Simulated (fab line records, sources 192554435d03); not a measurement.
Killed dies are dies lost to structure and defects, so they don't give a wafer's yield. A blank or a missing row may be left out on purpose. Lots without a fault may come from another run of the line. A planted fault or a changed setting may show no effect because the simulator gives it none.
Chamber matching | flow n5_finfet | N5_HKMG_FIN_ALD_79 on ald_metal-02: 4 sister chambers
The step deposits TiN, target thk 1.5 nm, pulse time 1 s, purge time 3 s. 14 wafers are shown with their chamber, then 7 later ones without.

WAFERS WITH THEIR CHAMBER
wafer  | chamber | heater_power_w (W) | precursor_pulse_height_rel
L074.2 | 0       | 907                | 0.981
L074.3 | 3       | 830                | 1.003
L074.6 | 1       | 871                | 1.010
L078.1 | 1       | 853                | 0.991
L078.2 | 2       | 750                | 1.017
L078.5 | 1       | 872                | 0.995
L083.3 | 2       | 768                | 0.997
L083.5 | 0       | 909                | 0.974
L083.6 | 3       | 819                | 0.990
L086.1 | 3       | 843                | 0.989
L086.3 | 2       | 769                | 1.041
L086.5 | 2       | 743                | 1.021
L090.3 | 1       | 842                | 0.980
L090.5 | 1       | 843                | 0.988

SIGNATURES (means of the wafers above)
reading                    | chamber 0 | chamber 1 | chamber 2 | chamber 3 | scatter within a chamber
heater_power_w             | 908.00    | 856.20    | 757.50    | 830.67    | 12.9
precursor_pulse_height_rel | 0.97750   | 0.99280   | 1.01900   | 0.99400   | 0.0127
Rule: a wafer's distance from a chamber is the root of the sum, over the readings, of the square of ((its reading less the chamber's mean) divided by the reading's scatter). The wafer belongs to the nearest chamber; if the next one is less than 2 further off, it can't be placed. The scatter: the root of (the sum of the squares of (reading less its chamber's mean) over the shown wafers, divided by (wafers less chambers)).

WAFERS WITHOUT THEIR CHAMBER
wafer  | heater_power_w (W) | precursor_pulse_height_rel
L090.6 | 749                | 1.011
L091.1 | 750                | 0.969
L091.4 | 865                | 1.004
L091.5 | 829                | 1.002
L096.1 | 855                | 0.992
L096.5 | 934                | 0.975
L096.6 | 836                | 1.022

WHICH CHAMBER EACH WENT THROUGH
wafer  | from the rows above     | in truth
L090.6 | 2                       | 2
L091.1 | 2                       | 2
L091.4 | can't be placed: 1 or 3 | 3
L091.5 | can't be placed: 3 or 1 | 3
L096.1 | can't be placed: 1 or 3 | 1
L096.5 | 0                       | 0
L096.6 | can't be placed: 3 or 1 | 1
Placed correctly: 3 of 7. Can't be placed from these rows: 4 (the true chamber is among the candidates in 4). Placed wrongly: 0.
